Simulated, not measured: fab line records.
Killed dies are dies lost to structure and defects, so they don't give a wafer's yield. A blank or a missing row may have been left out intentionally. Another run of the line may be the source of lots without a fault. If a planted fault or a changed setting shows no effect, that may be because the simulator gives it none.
Chamber matching + flow n5_finfet + N5_BEOL_M12_ETCH_67 on rie_diel-05: 4 sister chambers
The step etches SiARC in CF4, target depth 143 nm, time 238.3 s. 4 wafers are shown with their chamber, then 10 later ones without.

== EACH WAFER AND ITS CHAMBER ==
| wafer  | chamber | showerhead_plenum_p_Torr (Torr) |
|--------|---------|---------------------------------|
| L084.6 | 0       | 2.03                            |
| L086.2 | 2       | 2.12                            |
| L086.4 | 3       | 2.12                            |
| L087.5 | 1       | 2.17                            |

== WAFERS WITHOUT THEIR CHAMBER ==
| wafer  | showerhead_plenum_p_Torr (Torr) |
|--------|---------------------------------|
| L087.6 | 2.03                            |
| L088.1 | 2.12                            |
| L088.5 | 2.02                            |
| L088.6 | 2.17                            |
| L090.2 | 2.12                            |
| L090.4 | 2.12                            |
| L090.5 | 2.17                            |
| L093.1 | 2.17                            |
| L093.3 | 2.12                            |
| L093.4 | 2.12                            |

== EACH ONE'S CHAMBER ==
| wafer  | from the rows above     | in truth |
|--------|-------------------------|----------|
| L087.6 | 0                       | 0        |
| L088.1 | can't be placed: 2 or 3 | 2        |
| L088.5 | 0                       | 0        |
| L088.6 | 1                       | 1        |
| L090.2 | can't be placed: 2 or 3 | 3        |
| L090.4 | can't be placed: 2 or 3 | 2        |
| L090.5 | 1                       | 1        |
| L093.1 | 1                       | 1        |
| L093.3 | can't be placed: 2 or 3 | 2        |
| L093.4 | can't be placed: 2 or 3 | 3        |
5 of 10 placed correctly. Can't be placed from these rows: 5 (the true chamber is among the candidates in 5). Number placed wrongly: 0.
How it was worked out, from the rows above alone: a wafer's distance from a chamber is the root of the sum, over the readings, of the square of ((its reading less the chamber's mean) divided by the reading's scatter). If the next closest chamber is less than 2 further off than the closest, the wafer can't be placed; otherwise it belongs to the closest. A chamber's mean is the mean of its shown wafers. The scatter: root of mean squared gap, hidden wafer to nearest shown wafer, with one shown wafer a chamber.
